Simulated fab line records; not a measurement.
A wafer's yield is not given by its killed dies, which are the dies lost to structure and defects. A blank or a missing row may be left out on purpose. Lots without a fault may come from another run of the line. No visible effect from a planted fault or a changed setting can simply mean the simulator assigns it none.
fab line records ; flow n5Finfet
record: lots: 7; wafers: 21; lastDay: 17
route steps=1938 shown BEOL_M1@816 BEOL_M4@1111 PASSIVATION@1936
lots untouched by any fault: they come from a run of this same line in which no faults occurred
startH: hours from the record's opening day to when the first of the lot's shown wafers began ; waitH: hours elapsed since this lot's preceding step ; " unchanged from the row above ; L1.1+2: a row that stands for several wafers ; - no value present, or no start provided ; * or withheld: withheld ; < > ~ a bound
route shown NAME@n: NAME is a module with steps in the file, n the number in the route of the first one ; usual: average and standard deviation across the fault-free wafers ; same: alike in all rows ; chamber/n: place in a boat ; sites: readings site by site ; _std_site: their standard deviation ; _edge_site: inner sites' mean taken away from outer sites' mean ; radiusMm: for every site, how far away it sits from the centre of the wafer ; mask NAME#n: copy n ; behind: the last tool/chamber to shape the wafer ; hold: the reason the lot was held/the length of the hold in hours/how it ended ; device: names the non-switching transistor (n, p or np) ; end of line: the same wafers' tests at the end of the route ; a step given without rows: its recipe and nothing more ; killed: count of dies lost to structure and defects at first sort (not the wafer's yield) ; map: shows each die of a wafer: x if killed, . if not, _ if none is there
set.NAME: the setting the step ran with; set.NAME@STEP: the setting that earlier step ran with ; model.NAME: the simulator's own value behind a step, which no gauge read
lots seen at some steps along the route; tables by step, rows by wafer
services: when a tool's chamber went out of use (startH, in hours from the record's first day, below 0 if earlier), for how many hours, and the reason
== steps ==
step: N5_BEOL_M1_SPUTTER_79
recipe: material: Cu; targetThkA: 45; tempC: -20; chamberPressurePa: 0.07; powerW: withheld; timeS: 8.29
step: N5_BEOL_M1_ANNEAL_80
recipe: tempC: 400; timeS: 240; ambient: vacuum
usual: heaterPowerW: 860/130
lot.wafer;tool;chamber;startH;waitH;heaterPowerW
L870.3;pvdSputter-03;-;162.60;0.0;789
L870.4;pvdSputter-03;-;162.60;0.0;787
L870.5;pvdSputter-03;-;162.60;0.0;884
L869.1;pvdSputter-02;-;166.26;0.0;885
L869.5;pvdSputter-02;-;166.26;0.0;1009
L869.6;pvdSputter-02;-;166.26;0.0;701
L880.1;pvdSputter-01;-;224.40;0.0;750
L880.4;pvdSputter-01;-;224.40;0.0;1121
L880.5;pvdSputter-01;-;224.40;0.0;870
L879.2;pvdSputter-03;-;229.56;0.0;801
L879.4;pvdSputter-03;-;229.56;0.0;809
L879.6;pvdSputter-03;-;229.56;0.0;905
L881.1;pvdSputter-01;-;231.35;0.0;885
L881.2;pvdSputter-01;-;231.35;0.0;747
L881.5;pvdSputter-01;-;231.35;0.0;779
L882.2;pvdSputter-03;-;232.88;0.0;763
L882.3;pvdSputter-03;-;232.88;0.0;789
L882.5;pvdSputter-03;-;232.88;0.0;775
L887.2;pvdSputter-02;-;264.95;0.0;719
L887.5;pvdSputter-02;-;264.95;0.0;707
L887.6;pvdSputter-02;-;264.95;0.0;998
step: N5_BEOL_M1_SPUTTER_81
recipe: material: Cu; targetThkA: 45; tempC: -20; chamberPressurePa: 0.07; powerW: withheld; timeS: 8.29
step: N5_BEOL_M1_ANNEAL_82
recipe: tempC: 400; timeS: 240; ambient: vacuum
step: N5_BEOL_M1_SPUTTER_86
recipe: material: Cu; targetThkA: 45; tempC: -20; chamberPressurePa: 0.07; powerW: withheld; timeS: 8.29
step: N5_BEOL_M1_ANNEAL_87
recipe: tempC: 400; timeS: 240; ambient: vacuum
usual: heaterPowerW: 863/130
lot.wafer;tool;chamber;startH;waitH;heaterPowerW
L870.3;pvdSputter-03;-;163.04;0.0;794
L870.4;pvdSputter-03;-;163.04;0.0;784
L870.5;pvdSputter-03;-;163.04;0.0;889
L869.1;pvdSputter-02;-;166.70;0.0;890
L869.5;pvdSputter-02;-;166.70;0.0;1016
L869.6;pvdSputter-02;-;166.70;0.0;691
L880.1;pvdSputter-01;-;224.84;0.0;760
L880.4;pvdSputter-01;-;224.84;0.0;1133
L880.5;pvdSputter-01;-;224.84;0.0;870
L879.2;pvdSputter-03;-;230.00;0.0;795
L879.4;pvdSputter-03;-;230.00;0.0;799
L879.6;pvdSputter-03;-;230.00;0.0;895
L881.1;pvdSputter-01;-;231.79;0.0;897
L881.2;pvdSputter-01;-;231.79;0.0;764
L881.5;pvdSputter-01;-;231.79;0.0;760
L882.2;pvdSputter-03;-;233.32;0.0;739
L882.3;pvdSputter-03;-;233.32;0.0;813
L882.5;pvdSputter-03;-;233.32;0.0;789
L887.2;pvdSputter-02;-;265.39;0.0;700
L887.5;pvdSputter-02;-;265.39;0.0;690
L887.6;pvdSputter-02;-;265.39;0.0;1005
step: N5_BEOL_M1_SPUTTER_88
recipe: material: Cu; targetThkA: 45; tempC: -20; chamberPressurePa: 0.07; powerW: withheld; timeS: 8.29
step: N5_BEOL_M1_ANNEAL_89
recipe: tempC: 400; timeS: 240; ambient: vacuum
step: N5_BEOL_M1_SPUTTER_90
recipe: material: Cu; targetThkA: 45; tempC: -20; chamberPressurePa: 0.07; powerW: withheld; timeS: 8.29
usual: chamberPressurePa: 0.07/0.00014; chuckGasFlowSccm: 1.27/0.053; throttleValvePct: 30.1/0.87
lot.wafer;tool;chamber;startH;waitH;chamberPressurePa;chuckGasFlowSccm;throttleValvePct
L870.3;pvdSputter-03;-;163.40;0.1;0.06986;1.27;31.2
L870.4;pvdSputter-03;-;163.40;0.1;0.06997;1.29;31.9
L870.5;pvdSputter-03;-;163.40;0.1;0.06987;1.26;30.5
L869.1;pvdSputter-02;-;167.06;0.1;0.0701;1.35;29.6
L869.5;pvdSputter-02;-;167.06;0.1;0.0697;1.25;30.7
L869.6;pvdSputter-02;-;167.06;0.1;0.07025;1.33;29.8
L880.1;pvdSputter-01;-;225.20;0.1;0.07011;1.24;28.6
L880.4;pvdSputter-01;-;225.20;0.1;0.06988;1.16;30.5
L880.5;pvdSputter-01;-;225.20;0.1;0.06971;1.26;29.4
L879.2;pvdSputter-03;-;230.36;0.1;0.07005;1.27;32.0
L879.4;pvdSputter-03;-;230.36;0.1;0.07005;1.32;31.3
L879.6;pvdSputter-03;-;230.36;0.1;0.06999;1.27;30.8
L881.1;pvdSputter-01;-;232.15;0.1;0.07007;1.23;30.6
L881.2;pvdSputter-01;-;232.15;0.1;0.06993;1.21;28.5
L881.5;pvdSputter-01;-;232.15;0.1;0.06979;1.27;28.5
L882.2;pvdSputter-03;-;233.68;0.1;0.07019;1.26;30.7
L882.3;pvdSputter-03;-;233.68;0.1;0.07005;1.28;32.1
L882.5;pvdSputter-03;-;233.68;0.1;0.07005;1.22;32.2
L887.2;pvdSputter-02;-;265.75;0.1;0.06966;1.30;29.7
L887.5;pvdSputter-02;-;265.75;0.1;0.06976;1.26;29.7
L887.6;pvdSputter-02;-;265.75;0.1;0.07011;1.29;31.1
step: N5_BEOL_M1_ANNEAL_91
recipe: tempC: 400; timeS: 240; ambient: vacuum
usual: heaterPowerW: 859/120
lot.wafer;tool;chamber;startH;waitH;heaterPowerW
L870.3;pvdSputter-03;-;163.48;0.0;794
L870.4;pvdSputter-03;-;163.48;0.0;784
L870.5;pvdSputter-03;-;163.48;0.0;859
L869.1;pvdSputter-02;-;167.14;0.0;922
L869.5;pvdSputter-02;-;167.14;0.0;1015
L869.6;pvdSputter-02;-;167.14;0.0;705
L880.1;pvdSputter-01;-;225.28;0.0;767
L880.4;pvdSputter-01;-;225.28;0.0;1089
L880.5;pvdSputter-01;-;225.28;0.0;854
L879.2;pvdSputter-03;-;230.44;0.0;775
L879.4;pvdSputter-03;-;230.44;0.0;787
L879.6;pvdSputter-03;-;230.44;0.0;892
L881.1;pvdSputter-01;-;232.23;0.0;880
L881.2;pvdSputter-01;-;232.23;0.0;774
L881.5;pvdSputter-01;-;232.23;0.0;779
L882.2;pvdSputter-03;-;233.76;0.0;756
L882.3;pvdSputter-03;-;233.76;0.0;800
L882.5;pvdSputter-03;-;233.76;0.0;793
L887.2;pvdSputter-02;-;265.83;0.0;692
L887.5;pvdSputter-02;-;265.83;0.0;715
L887.6;pvdSputter-02;-;265.83;0.0;1017
step: N5_BEOL_M1_SPUTTER_92
recipe: material: Cu; targetThkA: 45; tempC: -20; chamberPressurePa: 0.07; powerW: withheld; timeS: 8.29
step: N5_BEOL_M1_ANNEAL_93
recipe: tempC: 400; timeS: 240; ambient: vacuum
usual: heaterPowerW: 860/120
lot.wafer;tool;chamber;startH;waitH;heaterPowerW
L870.3;pvdSputter-03;-;163.70;0.0;802
L870.4;pvdSputter-03;-;163.70;0.0;801
L870.5;pvdSputter-03;-;163.70;0.0;918
L869.1;pvdSputter-02;-;167.36;0.0;883
L869.5;pvdSputter-02;-;167.36;0.0;993
L869.6;pvdSputter-02;-;167.36;0.0;714
L880.1;pvdSputter-01;-;225.50;0.0;758
L880.4;pvdSputter-01;-;225.50;0.0;1116
L880.5;pvdSputter-01;-;225.50;0.0;866
L879.2;pvdSputter-03;-;230.66;0.0;801
L879.4;pvdSputter-03;-;230.66;0.0;783
L879.6;pvdSputter-03;-;230.66;0.0;899
L881.1;pvdSputter-01;-;232.45;0.0;888
L881.2;pvdSputter-01;-;232.45;0.0;767
L881.5;pvdSputter-01;-;232.45;0.0;763
L882.2;pvdSputter-03;-;233.98;0.0;769
L882.3;pvdSputter-03;-;233.98;0.0;787
L882.5;pvdSputter-03;-;233.98;0.0;806
L887.2;pvdSputter-02;-;266.05;0.0;689
L887.5;pvdSputter-02;-;266.05;0.0;704
L887.6;pvdSputter-02;-;266.05;0.0;1015
step: N5_BEOL_M1_SPUTTER_94
recipe: material: Cu; targetThkA: 45; tempC: -20; chamberPressurePa: 0.07; powerW: withheld; timeS: 8.29
usual: chamberPressurePa: 0.07001/0.00015; chuckGasFlowSccm: 1.26/0.058; throttleValvePct: 30.1/0.9
lot.wafer;tool;chamber;startH;waitH;chamberPressurePa;chuckGasFlowSccm;throttleValvePct
L870.3;pvdSputter-03;-;163.84;0.1;0.07015;1.25;31.4
L870.4;pvdSputter-03;-;163.84;0.1;0.07;1.35;31.9
L870.5;pvdSputter-03;-;163.84;0.1;0.07021;1.20;30.7
L869.1;pvdSputter-02;-;167.50;0.1;0.07023;1.32;29.8
L869.5;pvdSputter-02;-;167.50;0.1;0.07022;1.22;30.7
L869.6;pvdSputter-02;-;167.50;0.1;0.07013;1.26;29.8
L880.1;pvdSputter-01;-;225.64;0.1;-;-;-
L880.4;pvdSputter-01;-;225.64;0.1;-;-;-
L880.5;pvdSputter-01;-;225.64;0.1;-;-;-
L879.2;pvdSputter-03;-;230.80;0.1;-;-;-
L879.4;pvdSputter-03;-;230.80;0.1;-;-;-
L879.6;pvdSputter-03;-;230.80;0.1;-;-;-
L881.1;pvdSputter-01;-;232.59;0.1;-;-;-
L881.2;pvdSputter-01;-;232.59;0.1;-;-;-
L881.5;pvdSputter-01;-;232.59;0.1;-;-;-
L882.2;pvdSputter-03;-;234.12;0.1;0.06998;1.30;30.9
L882.3;pvdSputter-03;-;234.12;0.1;0.0699;1.24;32.1
L882.5;pvdSputter-03;-;234.12;0.1;0.06998;1.24;31.9
L887.2;pvdSputter-02;-;266.19;0.1;0.06988;1.28;29.7
L887.5;pvdSputter-02;-;266.19;0.1;0.06995;1.29;29.4
L887.6;pvdSputter-02;-;266.19;0.1;0.07005;1.25;30.9
step: N5_BEOL_M1_ANNEAL_95
recipe: tempC: 400; timeS: 240; ambient: vacuum
step: N5_BEOL_M4_RC_MEAS_101
usual: DIBL_N: 36.6/2.1; DIBL_P: 36.5/2.7; IOFF_N: 0.17/0.043; IOFF_P: 0.22/0.045; ION_N: 674/17; ION_P: 461/9.9; SS_N: 71.7/0.79; SS_P: 73.4/0.79; VT_N: 249/4; VT_P: -250/3.3
lot.wafer;tool;chamber;startH;waitH;DIBL_N[mV/V];DIBL_P[mV/V];IOFF_N[nA/um];IOFF_P[nA/um];ION_N[uA/um];ION_P[uA/um];SS_N[mV/dec];SS_P[mV/dec];VT_N[mV];VT_P[mV]
L870.3;prober-01;0;195.08;0.3;33.0;30.5;0.08;0.13;631;437;70.0;71.8;260;-255
L870.4;prober-01;0;195.08;0.3;39.2;39.2;0.20;0.25;698;472;72.2;73.9;247;-246
L870.5;prober-01;0;195.08;0.3;40.0;40.8;0.21;0.28;671;459;73.2;74.9;245;-250
L869.1;prober-02;0;199.94;0.0;39.4;39.3;0.29;0.36;702;479;73.4;74.3;241;-240
L869.5;prober-02;0;199.94;0.0;34.6;33.6;0.15;0.23;674;461;70.7;73.1;247;-245
L869.6;prober-02;0;199.94;0.0;38.3;38.8;0.25;0.34;720;493;72.0;74.1;242;-239
L880.1;prober-02;0;253.49;0.0;41.1;41.8;0.26;0.29;693;464;72.5;74.7;245;-247
L880.4;prober-02;0;253.49;0.0;33.5;32.8;0.11;0.15;646;445;70.7;72.3;254;-255
L880.5;prober-02;0;253.49;0.0;34.2;32.4;0.12;0.15;657;445;70.5;72.0;254;-255
L881.1;prober-01;0;269.67;0.0;31.0;30.4;0.08;0.12;637;446;70.1;71.2;258;-256
L881.2;prober-01;0;269.67;0.0;34.9;35.7;0.13;0.18;663;457;71.5;73.3;251;-252
L881.5;prober-01;0;269.67;0.0;37.1;37.9;0.18;0.22;690;466;71.4;73.8;248;-250
L879.2;prober-02;0;270.02;0.2;35.3;35.3;0.13;0.20;658;458;72.1;73.5;253;-251
L879.4;prober-02;0;270.02;0.2;31.7;32.5;0.10;0.16;659;458;70.4;72.1;259;-252
L879.6;prober-02;0;270.02;0.2;33.7;34.8;0.12;0.19;655;465;71.2;73.1;254;-251
L882.2;prober-02;0;274.16;0.2;34.9;36.4;0.14;0.20;674;472;70.8;73.4;251;-248
L882.3;prober-02;0;274.16;0.2;38.0;39.6;0.18;0.24;679;462;72.4;74.1;248;-249
L882.5;prober-02;0;274.16;0.2;39.4;41.1;0.20;0.27;668;459;72.8;74.0;248;-247
L887.2;prober-02;0;314.51;0.2;35.0;35.9;0.14;0.21;664;456;71.9;73.2;250;-249
L887.5;prober-02;0;314.51;0.2;39.6;40.6;0.23;0.29;679;465;73.3;74.6;246;-247
L887.6;prober-02;0;314.51;0.2;37.6;39.2;0.20;0.27;679;466;72.0;73.8;245;-246
step: N5_PASSIVATION_PROBE_49
usual: defectLimitedYield: 91.5/1.7; killed_at_M0_to_M3: 33/11; killed_at_M4_up: 13/5.2; killedAtContacts: 11/5.7; killedAtFrontEnd: 39/11; killedAtOther: 4/3; killedDies: 101/20; killedOpen: 66/15; killedShort: 33/8.4; sort_bin_5_function: 5.0/1.1; sort_bin_6_memory: 3.2/0.69; sort_bin_8_speed: 0.1/0.52; sortNPass: 1078/20; sortYieldPct: 91.4/1.7
same: grossDies: 1180; killedAtBackSide: 0; sort_bin_4_leakage[%]: 0
lot.wafer;tool;chamber;startH;waitH;defectLimitedYield[%];killed_at_M0_to_M3;killed_at_M4_up;killedAtContacts;killedAtFrontEnd;killedAtOther;killedDies;killedOpen;killedShort;sort_bin_5_function[%];sort_bin_6_memory[%];sort_bin_8_speed[%];sortNPass;sortYieldPct[%]
L870.3;prober-01;-;300.82;0.1;93.4;25;9;9;32;3;78;50;28;3.6;2.9;6.0;1031;87.4
L870.4;prober-01;-;300.87;0.2;93.9;28;7;4;33;0;72;44;27;3.1;2.5;0;1108;93.9
L870.5;prober-01;-;300.92;0.2;93.7;19;6;17;31;1;74;50;22;3.6;2.5;0;1106;93.7
L869.1;prober-01;-;308.08;0.0;91.4;30;14;13;39;6;102;63;36;5.1;3.2;0;1078;91.4
L869.5;prober-01;-;308.28;0.2;92.8;26;11;13;30;5;85;57;25;3.9;3.1;0;1095;92.8
L869.6;prober-01;-;308.33;0.3;88.1;42;17;29;42;10;140;102;37;7.2;4.2;0;1040;88.1
L880.1;prober-01;-;354.10;0.0;88.2;58;10;17;50;4;139;95;38;6.9;4.7;0;1041;88.2
L880.4;prober-01;-;354.25;0.2;91.2;54;11;13;25;1;104;63;34;5.3;3.4;0.1;1075;91.1
L880.5;prober-01;-;354.30;0.2;90.9;46;13;6;39;3;107;67;33;6.3;2.6;0;1073;90.9
L879.2;prober-02;-;371.51;0.1;91.4;42;4;5;51;0;102;62;36;5.2;3.1;0;1078;91.4
L879.4;prober-02;-;371.61;0.2;92.8;42;12;8;21;2;85;58;24;4.0;2.8;0;1095;92.8
L879.6;prober-02;-;371.71;0.3;90.5;64;7;7;33;1;112;72;31;5.9;3.2;0;1068;90.5
L881.1;prober-01;-;372.54;0.0;93.0;32;7;12;29;3;83;53;25;4.0;2.8;1.3;1082;91.7
L881.2;prober-01;-;372.59;0.1;90.9;62;10;2;32;1;107;60;39;4.9;4.0;0;1073;90.9
L881.5;prober-01;-;372.74;0.2;86.1;78;19;11;48;8;164;98;55;7.9;5.3;0;1016;86.1
L882.2;prober-02;-;385.98;0.1;92.4;13;16;14;41;6;90;53;37;4.5;2.7;0;1090;92.4
L882.3;prober-02;-;386.03;0.1;91.9;26;15;8;39;7;95;55;39;5.3;2.6;0;1085;91.9
L882.5;prober-02;-;386.13;0.2;91.4;27;12;16;39;8;102;77;25;5.1;3.2;0;1078;91.4
L887.2;prober-02;-;410.65;0.1;91.7;25;11;19;40;3;98;71;25;4.2;3.9;0;1082;91.7
L887.5;prober-02;-;410.80;0.2;93.2;27;13;16;15;9;80;60;19;3.6;2.9;0;1100;93.2
L887.6;prober-02;-;410.85;0.3;90.1;30;4;34;45;4;117;75;40;6.1;3.4;0;1063;90.1
killed by level:class
L870.3 BEOL_M3:geometricParticle:open=10 FIN_SAQP:geometricParticle:short=8 MOL_CONTACT_COAG:geometricParticle:open=8 BEOL_M0_SAQP:geometricParticle:open=7 STARTING-WAFER:geometricParticle:short=5 BEOL_M0_SAQP:geometricParticle:short=5 FIN_SAQP:geometricParticle:open=4 BEOL_M4:geometricParticle:open=4
L870.4 FIN_SAQP:geometricParticle:short=7 STI_FIN_REVEAL:geometricParticle:open=7 BEOL_M0_SAQP:geometricParticle:open=7 BEOL_M1:geometricParticle:open=6 STARTING-WAFER:geometricParticle:open=6 BEOL_M0_SAQP:geometricParticle:short=5 BEOL_M3:geometricParticle:open=5 MOL_CONTACT_COAG:geometricParticle:open=3
L870.5 MOL_CONTACT_COAG:geometricParticle:open=14 FIN_SAQP:geometricParticle:open=11 FIN_SAQP:geometricParticle:short=6 STI_FIN_REVEAL:geometricParticle:open=6 BEOL_M0_SAQP:geometricParticle:short=6 BEOL_M0_SAQP:geometricParticle:open=6 MOL_CONTACT_COAG:geometricParticle:short=3 STARTING-WAFER:geometricParticle:open=3
L869.1 FIN_SAQP:geometricParticle:open=13 FIN_SAQP:geometricParticle:short=11 BEOL_M3:geometricParticle:open=11 MOL_CONTACT_COAG:geometricParticle:open=10 BEOL_M0_SAQP:geometricParticle:short=10 BEOL_M4:geometricParticle:open=7 BEOL_M0_SAQP:geometricParticle:open=4 STARTING-WAFER:geometricParticle:short=4
L869.5 MOL_CONTACT_COAG:geometricParticle:open=9 STI_FIN_REVEAL:geometricParticle:open=8 BEOL_M0_SAQP:geometricParticle:short=7 BEOL_M0_SAQP:geometricParticle:open=6 FIN_SAQP:geometricParticle:short=5 DUMMY_GATE:geometricParticle:open=4 BEOL_M3:geometricParticle:open=4 GATE_CUT:geometricParticle:short=4
L869.6 BEOL_M3:geometricParticle:open=23 MOL_CONTACT_COAG:geometricParticle:open=20 BEOL_M4:geometricParticle:open=11 STI_FIN_REVEAL:geometricParticle:open=9 FIN_SAQP:geometricParticle:open=8 MOL_CONTACT_COAG:geometricParticle:short=8 FIN_SAQP:geometricParticle:short=6 ILD0:geometricParticle:open=6
L880.1 BEOL_M0_SAQP:geometricParticle:open=15 STI_FIN_REVEAL:geometricParticle:open=14 MOL_CONTACT_COAG:geometricParticle:open=13 FIN_SAQP:geometricParticle:short=9 BEOL_M2:geometricParticle:open=9 BEOL_M3:geometricParticle:open=9 GATE_CUT:geometricParticle:open=7 BEOL_M1:geometricParticle:open=7
L880.4 MOL_CONTACT_COAG:geometricParticle:open=13 BEOL_M0_SAQP:geometricParticle:short=12 BEOL_M0_SAQP:geometricParticle:open=9 BEOL_M3:geometricParticle:open=8 BEOL_M4:geometricParticle:open=7 BEOL_M1:geometricParticle:open=6 BEOL_M1:interfaceVoidOpened=6 BEOL_M2:geometricParticle:open=5
L880.5 BEOL_M3:geometricParticle:open=13 FIN_SAQP:geometricParticle:open=8 BEOL_M1:interfaceVoidOpened=7 GATE_CUT:geometricParticle:open=6 MOL_CONTACT_COAG:geometricParticle:open=6 BEOL_M0_SAQP:geometricParticle:open=6 BEOL_M4:geometricParticle:open=6 BEOL_M2:geometricParticle:short=5
L879.2 FIN_SAQP:geometricParticle:short=13 BEOL_M2:geometricParticle:open=13 BEOL_M3:geometricParticle:open=9 STI_FIN_REVEAL:geometricParticle:open=8 FIN_SAQP:geometricParticle:open=7 DUMMY_GATE:geometricParticle:open=5 MOL_CONTACT_COAG:geometricParticle:open=5 BEOL_M0_SAQP:geometricParticle:short=5
L879.4 BEOL_M3:geometricParticle:open=13 GATE_CUT:geometricParticle:short=7 MOL_CONTACT_COAG:geometricParticle:open=7 BEOL_M1:geometricParticle:open=7 STI_FIN_REVEAL:geometricParticle:open=6 BEOL_M0_SAQP:geometricParticle:short=6 BEOL_M4:geometricParticle:open=6 BEOL_M0_SAQP:geometricParticle:open=5
L879.6 STI_FIN_REVEAL:geometricParticle:open=15 BEOL_M2:geometricParticle:open=15 BEOL_M3:geometricParticle:open=14 BEOL_M0_SAQP:geometricParticle:open=10 BEOL_M1:interfaceVoidOpened=8 BEOL_M0_SAQP:geometricParticle:short=6 MOL_CONTACT_COAG:geometricParticle:open=4 STI_FIN_REVEAL:geometricParticle:short=3
L881.1 MOL_CONTACT_COAG:geometricParticle:open=10 BEOL_M0_SAQP:geometricParticle:open=7 FIN_SAQP:geometricParticle:open=6 BEOL_M0_SAQP:geometricParticle:short=6 BEOL_M4:geometricParticle:open=6 BEOL_M1:interfaceVoidOpened=5 STI_FIN_REVEAL:geometricParticle:open=4 BEOL_M3:geometricParticle:open=4
L881.2 BEOL_M0_SAQP:geometricParticle:short=21 BEOL_M0_SAQP:geometricParticle:open=14 BEOL_M3:geometricParticle:open=9 BEOL_M2:geometricParticle:open=7 BEOL_M4:geometricParticle:open=7 BEOL_M1:interfaceVoidOpened=7 FIN_SAQP:geometricParticle:short=6 FIN_SAQP:geometricParticle:open=6
L881.5 BEOL_M0_SAQP:geometricParticle:short=28 BEOL_M0_SAQP:geometricParticle:open=27 BEOL_M4:geometricParticle:open=14 BEOL_M1:interfaceVoidOpened=10 MOL_CONTACT_COAG:geometricParticle:open=10 FIN_SAQP:geometricParticle:open=9 FIN_SAQP:geometricParticle:short=9 STI_FIN_REVEAL:geometricParticle:open=7
L882.2 FIN_SAQP:geometricParticle:short=12 STI_FIN_REVEAL:geometricParticle:open=12 MOL_CONTACT_COAG:geometricParticle:open=10 FIN_SAQP:geometricParticle:open=5 BEOL_M5:geometricParticle:open=5 BEOL_M4:geometricParticle:short=4 GATE_CUT:geometricParticle:short=4 MOL_CONTACT_COAG:geometricParticle:short=4
L882.3 FIN_SAQP:geometricParticle:short=15 FIN_SAQP:geometricParticle:open=9 BEOL_M0_SAQP:geometricParticle:short=9 BEOL_M0_SAQP:geometricParticle:open=6 MOL_CONTACT_COAG:geometricParticle:open=5 BEOL_M5:geometricParticle:open=5 BEOL_M3:geometricParticle:open=4 BEOL_M4:geometricParticle:open=4
L882.5 MOL_CONTACT_COAG:geometricParticle:open=16 FIN_SAQP:geometricParticle:open=9 STI_FIN_REVEAL:geometricParticle:open=7 BEOL_M3:geometricParticle:open=6 BEOL_M4:geometricParticle:open=6 FIN_SAQP:geometricParticle:short=5 BEOL_M0_SAQP:geometricParticle:open=5 BEOL_M0_SAQP:geometricParticle:short=5
L887.2 MOL_CONTACT_COAG:geometricParticle:open=16 STI_FIN_REVEAL:geometricParticle:open=12 BEOL_M2:geometricParticle:open=9 DUMMY_GATE:geometricParticle:open=7 ILD0:geometricParticle:open=5 BEOL_M4:geometricParticle:open=4 STARTING-WAFER:geometricParticle:open=4 MOL_CONTACT_COAG:geometricParticle:short=3
L887.5 MOL_CONTACT_COAG:geometricParticle:open=14 BEOL_M1:geometricParticle:open=8 BEOL_M0_SAQP:geometricParticle:open=7 STI_FIN_REVEAL:geometricParticle:open=5 BEOL_M2:geometricParticle:open=5 DUMMY_GATE:geometricParticle:open=3 BEOL_M0_SAQP:geometricParticle:short=3 BEOL_M4:geometricParticle:open=3
L887.6 MOL_CONTACT_COAG:geometricParticle:open=26 STI_FIN_REVEAL:geometricParticle:open=16 BEOL_M0_SAQP:geometricParticle:short=10 BEOL_M0_SAQP:geometricParticle:open=9 MOL_CONTACT_COAG:geometricParticle:short=8 DUMMY_GATE:geometricParticle:open=6 FIN_SAQP:geometricParticle:short=4 BEOL_M1:geometricParticle:open=4
== services ==
tool;chamber;startH;hours;kind
pvdSputter-02;-;152.82;8.3;repair
== key ==
firstSign: step: N5_BEOL_M1_SPUTTER_94; reading: toolRecord; direction: missing
effect none on later readings
metAt N5_BEOL_M1_SPUTTER_94
struckWafers L879.2,L879.4,L879.6,L880.1,L880.4,L880.5,L881.1,L881.2,L881.5
onsetBetween 163.84 225.64
fault: kind: skippedStepWhole; tool: pvdSputter-01,pvdSputter-03; chamber: -; onsetH: 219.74; steps: N5_BEOL_M1_SPUTTER_94; scope: struckLotsOnly
